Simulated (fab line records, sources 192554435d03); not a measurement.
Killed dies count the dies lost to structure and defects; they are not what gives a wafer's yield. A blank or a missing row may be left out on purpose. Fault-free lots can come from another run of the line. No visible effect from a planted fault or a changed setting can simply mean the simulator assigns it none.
Split-lot study || flow n5-finfet || on a route of 1938 steps: 7 lots, 39 wafers read

== THE SPLIT ==
At N5_BEOL_M13_ILD_DEP_00 (deposits SiOC from DEMS/O2, target thk 837.92 nm, time 166.4 s), the setting target-thk-a was moved away from the recipe's 8379.2 angstrom on 18 of the 39 wafers read, by -57.2% to +56.8%. The other wafers ran this setting at the recipe's value.

Split to reading: the file shows no intervening step.

== THE READING ==
M13_ILD_THK at N5_BEOL_M13_THK_MEAS_01, in nm. On this fab line, fault-free wafers typically give 838 nm with a standard deviation of 10 nm.

{"wafer": "L075.1", "tool, chamber at the split": "pecvd-03, 0", "target-thk-a as run, angstrom": 13140, "against the recipe": "+56.8%", "M13_ILD_THK, nm": 1292, "against lot-mates on the recipe": "+455"}
{"wafer": "L075.2", "tool, chamber at the split": "pecvd-03, 0", "target-thk-a as run, angstrom": 13140, "against the recipe": "+56.8%", "M13_ILD_THK, nm": 1308, "against lot-mates on the recipe": "+471"}
{"wafer": "L075.3", "tool, chamber at the split": "pecvd-03, 0", "target-thk-a as run, angstrom": 8379.2, "against the recipe": "recipe", "M13_ILD_THK, nm": 842, "against lot-mates on the recipe": "-"}
{"wafer": "L075.4", "tool, chamber at the split": "pecvd-03, 0", "target-thk-a as run, angstrom": 8379.2, "against the recipe": "recipe", "M13_ILD_THK, nm": 833, "against lot-mates on the recipe": "-"}
{"wafer": "L075.5", "tool, chamber at the split": "pecvd-03, 0", "target-thk-a as run, angstrom": 8379.2, "against the recipe": "recipe", "M13_ILD_THK, nm": 835, "against lot-mates on the recipe": "-"}
{"wafer": "L075.6", "tool, chamber at the split": "pecvd-03, 0", "target-thk-a as run, angstrom": 13140, "against the recipe": "+56.8%", "M13_ILD_THK, nm": 1313, "against lot-mates on the recipe": "+476"}
{"wafer": "L083.1", "tool, chamber at the split": "pecvd-04, 2", "target-thk-a as run, angstrom": 8379.2, "against the recipe": "recipe", "M13_ILD_THK, nm": 823, "against lot-mates on the recipe": "-"}
{"wafer": "L083.2", "tool, chamber at the split": "pecvd-04, 1", "target-thk-a as run, angstrom": 6048, "against the recipe": "-27.8%", "M13_ILD_THK, nm": 589, "against lot-mates on the recipe": -239}
{"wafer": "L083.3", "tool, chamber at the split": "pecvd-04, 0", "target-thk-a as run, angstrom": 8379.2, "against the recipe": "recipe", "M13_ILD_THK, nm": 830, "against lot-mates on the recipe": "-"}
{"wafer": "L083.4", "tool, chamber at the split": "pecvd-04, 1", "target-thk-a as run, angstrom": 6048, "against the recipe": "-27.8%", "M13_ILD_THK, nm": 609, "against lot-mates on the recipe": -219}
{"wafer": "L083.5", "tool, chamber at the split": "pecvd-04, 0", "target-thk-a as run, angstrom": 6048, "against the recipe": "-27.8%", "M13_ILD_THK, nm": 600, "against lot-mates on the recipe": -228}
{"wafer": "L083.6", "tool, chamber at the split": "pecvd-04, 2", "target-thk-a as run, angstrom": 8379.2, "against the recipe": "recipe", "M13_ILD_THK, nm": 831, "against lot-mates on the recipe": "-"}
{"wafer": "L081.1", "tool, chamber at the split": "pecvd-02, 0", "target-thk-a as run, angstrom": 8379.2, "against the recipe": "recipe", "M13_ILD_THK, nm": 837, "against lot-mates on the recipe": "-"}
{"wafer": "L081.2", "tool, chamber at the split": "pecvd-02, 2", "target-thk-a as run, angstrom": 8379.2, "against the recipe": "recipe", "M13_ILD_THK, nm": 830, "against lot-mates on the recipe": "-"}
{"wafer": "L081.3", "tool, chamber at the split": "pecvd-02, 1", "target-thk-a as run, angstrom": 8379.2, "against the recipe": "recipe", "M13_ILD_THK, nm": 840, "against lot-mates on the recipe": "-"}
{"wafer": "L081.4", "tool, chamber at the split": "pecvd-02, 2", "target-thk-a as run, angstrom": 10990, "against the recipe": "+31.2%", "M13_ILD_THK, nm": 1115, "against lot-mates on the recipe": "+279"}
{"wafer": "L081.5", "tool, chamber at the split": "pecvd-02, 0", "target-thk-a as run, angstrom": 10990, "against the recipe": "+31.2%", "M13_ILD_THK, nm": 1096, "against lot-mates on the recipe": "+260"}
{"wafer": "L081.6", "tool, chamber at the split": "pecvd-02, 1", "target-thk-a as run, angstrom": 10990, "against the recipe": "+31.2%", "M13_ILD_THK, nm": 1109, "against lot-mates on the recipe": "+273"}
{"wafer": "L087.3", "tool, chamber at the split": "pecvd-03, 2", "target-thk-a as run, angstrom": 8379.2, "against the recipe": "recipe", "M13_ILD_THK, nm": 834, "against lot-mates on the recipe": "-"}
{"wafer": "L087.4", "tool, chamber at the split": "pecvd-03, 0", "target-thk-a as run, angstrom": 8379.2, "against the recipe": "recipe", "M13_ILD_THK, nm": 839, "against lot-mates on the recipe": "-"}
{"wafer": "L087.5", "tool, chamber at the split": "pecvd-03, 2", "target-thk-a as run, angstrom": 8379.2, "against the recipe": "recipe", "M13_ILD_THK, nm": 827, "against lot-mates on the recipe": "-"}
{"wafer": "L088.1", "tool, chamber at the split": "pecvd-03, 1", "target-thk-a as run, angstrom": 3732, "against the recipe": "-55.5%", "M13_ILD_THK, nm": 376, "against lot-mates on the recipe": -478}
{"wafer": "L088.2", "tool, chamber at the split": "pecvd-03, 0", "target-thk-a as run, angstrom": 3732, "against the recipe": "-55.5%", "M13_ILD_THK, nm": 383, "against lot-mates on the recipe": -471}
{"wafer": "L088.3", "tool, chamber at the split": "pecvd-03, 2", "target-thk-a as run, angstrom": 3732, "against the recipe": "-55.5%", "M13_ILD_THK, nm": 379, "against lot-mates on the recipe": -475}
{"wafer": "L088.4", "tool, chamber at the split": "pecvd-03, 0", "target-thk-a as run, angstrom": 8379.2, "against the recipe": "recipe", "M13_ILD_THK, nm": 853, "against lot-mates on the recipe": "-"}
{"wafer": "L088.5", "tool, chamber at the split": "pecvd-03, 2", "target-thk-a as run, angstrom": 8379.2, "against the recipe": "recipe", "M13_ILD_THK, nm": 849, "against lot-mates on the recipe": "-"}
{"wafer": "L088.6", "tool, chamber at the split": "pecvd-03, 1", "target-thk-a as run, angstrom": 8379.2, "against the recipe": "recipe", "M13_ILD_THK, nm": 860, "against lot-mates on the recipe": "-"}
{"wafer": "L089.1", "tool, chamber at the split": "pecvd-02, 2", "target-thk-a as run, angstrom": 6846, "against the recipe": "-18.3%", "M13_ILD_THK, nm": 678, "against lot-mates on the recipe": -159}
{"wafer": "L089.2", "tool, chamber at the split": "pecvd-02, 1", "target-thk-a as run, angstrom": 8379.2, "against the recipe": "recipe", "M13_ILD_THK, nm": 828, "against lot-mates on the recipe": "-"}
{"wafer": "L089.3", "tool, chamber at the split": "pecvd-02, 0", "target-thk-a as run, angstrom": 6846, "against the recipe": "-18.3%", "M13_ILD_THK, nm": 682, "against lot-mates on the recipe": -155}
{"wafer": "L089.4", "tool, chamber at the split": "pecvd-02, 2", "target-thk-a as run, angstrom": 6846, "against the recipe": "-18.3%", "M13_ILD_THK, nm": 688, "against lot-mates on the recipe": -149}
{"wafer": "L089.5", "tool, chamber at the split": "pecvd-02, 1", "target-thk-a as run, angstrom": 8379.2, "against the recipe": "recipe", "M13_ILD_THK, nm": 835, "against lot-mates on the recipe": "-"}
{"wafer": "L089.6", "tool, chamber at the split": "pecvd-02, 0", "target-thk-a as run, angstrom": 8379.2, "against the recipe": "recipe", "M13_ILD_THK, nm": 848, "against lot-mates on the recipe": "-"}
{"wafer": "L096.1", "tool, chamber at the split": "pecvd-02, 1", "target-thk-a as run, angstrom": 3590, "against the recipe": "-57.2%", "M13_ILD_THK, nm": 368, "against lot-mates on the recipe": -475}
{"wafer": "L096.2", "tool, chamber at the split": "pecvd-02, 0", "target-thk-a as run, angstrom": 3590, "against the recipe": "-57.2%", "M13_ILD_THK, nm": 365, "against lot-mates on the recipe": -478}
{"wafer": "L096.3", "tool, chamber at the split": "pecvd-02, 2", "target-thk-a as run, angstrom": 8379.2, "against the recipe": "recipe", "M13_ILD_THK, nm": 835, "against lot-mates on the recipe": "-"}
{"wafer": "L096.4", "tool, chamber at the split": "pecvd-02, 2", "target-thk-a as run, angstrom": 8379.2, "against the recipe": "recipe", "M13_ILD_THK, nm": 850, "against lot-mates on the recipe": "-"}
{"wafer": "L096.5", "tool, chamber at the split": "pecvd-02, 0", "target-thk-a as run, angstrom": 3590, "against the recipe": "-57.2%", "M13_ILD_THK, nm": 373, "against lot-mates on the recipe": -470}
{"wafer": "L096.6", "tool, chamber at the split": "pecvd-02, 1", "target-thk-a as run, angstrom": 8379.2, "against the recipe": "recipe", "M13_ILD_THK, nm": 845, "against lot-mates on the recipe": "-"}

THE FIT
A straight line over all 39 wafers: M13_ILD_THK changes by +8.29 nm for each +1% of target-thk-a; r = +1.00; the points scatter about the line by 9.4 nm.
The same after taking each lot's own level away (the mean of its wafers on the recipe; 39 wafers): +8.38 nm for each +1%; r = +1.00; scatter 7.8 nm.
That fit puts the effect of the largest move of target-thk-a on the reading at 4.8e+02 nm.
Measured against the standard deviation above, the lots' own levels, which go from 828.0 to 854.0 nm, span 2.6 times it.
Consequently the slope shifts little with the lot-to-lot level, the two slopes agreeing.
Check: for one of the wafers moved furthest among these (-57.2%), held out of the fit, the line's prediction against its lot-mates is -480 nm. Against them it came out at -475 nm.

== THE WHOLE CHAIN: every reading that the file lists as answering this split, in the file's order ==
{"step": "N5_BEOL_M13_ILD_DEP_00", "what it does": "deposits SiOC from DEMS/O2, target thk 837.92 nm, time 166.4 s", "reading": "SiOC_of_BEOL_M13_ILD_DEP_00.thk-nm (the simulator's own value, which no gauge read)", "change (the file's fit)": "+8.39 nm for each +1% of the setting", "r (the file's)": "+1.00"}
{"step": "N5_BEOL_M13_THK_MEAS_01", "what it does": "", "reading": "M13_ILD_THK", "change (the file's fit)": "+8.38 for each +1% of the setting", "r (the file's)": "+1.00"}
{"step": "N5_BEOL_M13_VIA_ETCH_16", "what it does": "etches SiOC in C4F8/O2/Ar, target depth 921.7 nm", "reading": "etch.depth-nm (the simulator's own value, which no gauge read)", "change (the file's fit)": "+8.39 nm for each +1% of the setting", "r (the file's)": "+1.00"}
{"step": "N5_BEOL_M13_VIA_ETCH_16", "what it does": "etches SiOC in C4F8/O2/Ar, target depth 921.7 nm", "reading": "BARC_of_BEOL_M13_COAT_58.thk-nm (the simulator's own value, which no gauge read)", "change (the file's fit)": "not straight: 89 at the lowest setting, 89.07 at the recipe, 19.87 at the highest", "r (the file's)": "not given"}
{"step": "N5_BEOL_M13_VIA_ETCH_16", "what it does": "etches SiOC in C4F8/O2/Ar, target depth 921.7 nm", "reading": "coat_of_BEOL_M13_COAT_04.thk-nm (the simulator's own value, which no gauge read)", "change (the file's fit)": "-2.14 nm for each +1% of the setting", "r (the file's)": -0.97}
{"step": "N5_BEOL_M13_STRIP_63", "what it does": "strips in N2/H2", "reading": "oes-product-au", "change (the file's fit)": "not straight: 0.805 at the lowest setting, 0.673 at the recipe, 0.230 at the highest", "r (the file's)": "not given"}
{"step": "N5_BEOL_M13_STRIP_63", "what it does": "strips in N2/H2", "reading": "strip-time-to-endpoint-s", "change (the file's fit)": "not straight: withheld at the lowest setting, withheld at the recipe, withheld at the highest", "r (the file's)": "not given"}
{"step": "N5_BEOL_M13_STRIP_64", "what it does": "strips in N2/H2", "reading": "strip-time-to-endpoint-s", "change (the file's fit)": "not straight: withheld at the lowest setting, withheld at the recipe, withheld at the highest", "r (the file's)": "not given"}

== THE FILE'S OWN FIT ==
M13_ILD_THK changes by +8.38 nm for each +1% of target-thk-a, r = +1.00.
